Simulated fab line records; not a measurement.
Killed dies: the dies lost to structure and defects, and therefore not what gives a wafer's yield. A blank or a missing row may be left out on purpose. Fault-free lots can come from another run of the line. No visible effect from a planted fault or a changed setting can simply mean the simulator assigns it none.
Struck lot and sound lot, side by side + flow n5-finfet + 14 steps out of a route of 1938
Sound: the wafers L651.1, L651.2, L651.5. Struck: wafers L663.4, L663.6. (L663.3 of the same lot was not struck and is left out.) The cause comes at the end.
Order at every step that has rows: each side's tool, ch and its chambers, its first start. Under that, the readings that differ: sound wafers + struck wafers + difference of the means + sigmas: that difference in standard deviations of wafers without a fault.
alike: a reading whose means differ by less than 2 such deviations, as well as words and numbers matching on both sides. not compared: withheld readings; readings where some wafer has no value; bounds like >300 that might hide an equal value; numbers whose values overlap and for which the record gives no deviation.
The two part at a step that has a row with sigmas, a row that says differs or no value, or rows on one side only. Numbers that have no deviation but don't overlap get no sigmas and don't part them. Lack of a reading on every wafer of one side parts them only where that side has two or more wafers.

N5_HKMG_FIN_ETCHBACK_68: etches the open film in Cl2/Ar, stops on HfO2, target depth 0.5 nm.
  sound on rie-metal-02 ch 0,1, day 4 13:19; struck on rie-metal-02 ch 0, day 7 15:57
  alike: drypump-motor-current-A, mfc-ar-sccm, mfc-cl2-sccm, oes-product-au, throttle-valve-pct
  not compared: rf-hours-counter-h
then, 2 steps without rows for these wafers: N5_HKMG_FIN_STRIP_69 (strips in N2/H2, time 360 s); N5_HKMG_FIN_ALD_21 (deposits TiN, target thk 1.5 nm, pulse time 1 s, purge time 3 s).
N5_HKMG_FIN_ALD_72: deposits W, target thk 2 nm, pulse time 1 s, purge time 2 s.
  sound on cvd-w-02 ch 0,1, day 4 14:12; struck on cvd-w-02 ch 0,1, day 7 16:49
  alike: chamber-pressure-Torr, heater-power-outer-w, heater-power-w, precursor-pulse-height-rel
  not compared: since-wet-clean-h
N5_HKMG_FIN_W_FILL_22: material W, target thk 60 nm, time 18.2 s.
  sound on cvd-w-02 ch 0,1, day 4 14:16; struck on cvd-w-02 ch 0,1, day 7 16:52
  alike: chamber-pressure-Torr, heater-power-outer-w, heater-power-w, throttle-valve-pct
  not compared: since-wet-clean-h
then, 3 steps without rows for these wafers: N5_HKMG_FIN_PRECLEAN_83 (cleans in DIW, time 57.5 s); N5_HKMG_FIN_SRD_84 (dry time 32 s); N5_HKMG_FIN_CMP_23 (polishes, stops on SiNx, t overpolish 10 s, target thk 46.326 nm).
N5_HKMG_FIN_CMP_94: polishes, stops on SiNx, t overpolish 4.7 s, target thk 43.299 nm.
  sound on cmp-04 ch 1,3, day 4 14:55; struck on cmp-02 ch 2, day 7 17:27
  alike: motor-current-A
N5_HKMG_FIN_INSPECT_28: inspects for defects (darkfield).
  sound: defect-inspect-01 at day 4 15:07; struck: defect-inspect-02 at day 7 17:41
  alike: raw-defect-count
N5_GATE_CUT_ETCHBACK_00: etches W in SF6/Cl2.
  sound on rie-metal-03 ch 0,1, day 4 15:09; struck on rie-metal-01 ch 0,1, day 7 17:46
  alike: drypump-motor-current-A, mfc-cl2-sccm, oes-product-au, throttle-valve-pct
  not compared: rf-hours-counter-h
N5_GATE_CUT_ETCH_56: etches TiN in Cl2/Ar, target depth 21.6 nm.
  sound on rie-metal-03 ch 0,1, day 4 15:16; struck on rie-metal-01 ch 0,1, day 7 17:52
| reading                  | sound             | struck      | difference | sigmas |
|--------------------------|-------------------|-------------|------------|--------|
| throttle-valve-pct (%)   | 20.72 21.20 20.71 | 20.28 20.37 | -0.55      | -3     |
| model.etch.depth-nm (nm) | 22.89 22.67 23    | 36.47 37.25 | +14.01     |        |
  alike: drypump-motor-current-A, mfc-ar-sccm, mfc-cl2-sccm, oes-product-au
  not compared: rf-hours-counter-h
then, 1 step without rows for these wafers: N5_GATE_CUT_ETCHBACK_30 (etches TiN in Cl2/Ar, target depth 3 nm).
-- the record jumps here: 4 days lie between the struck wafers' starts before and after (it left off in module GATE_CUT and takes up again in module BEOL_M4, whose first step shown is number 1111 of the route) --
N5_BEOL_M4_RC_MEAS_101:
  sound on prober-02 ch 0, day 8 01:46; struck on prober-02 ch 0, day 11 17:20
  alike: DIBL_N, DIBL_P, IOFF_N, IOFF_P, ION_N, ION_P, SS_N, SS_P, VT_N, VT_P

== WHERE THEY PART ==
At N5_GATE_CUT_ETCH_56 and nowhere else, as far as this record goes. Later steps at which nothing parts them and some readings are alike: N5_BEOL_M4_RC_MEAS_101.

WHY: the cause the simulator had injected
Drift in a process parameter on rie-metal-01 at N5_GATE_CUT_ETCH_56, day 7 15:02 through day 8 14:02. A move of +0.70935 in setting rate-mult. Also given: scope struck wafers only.
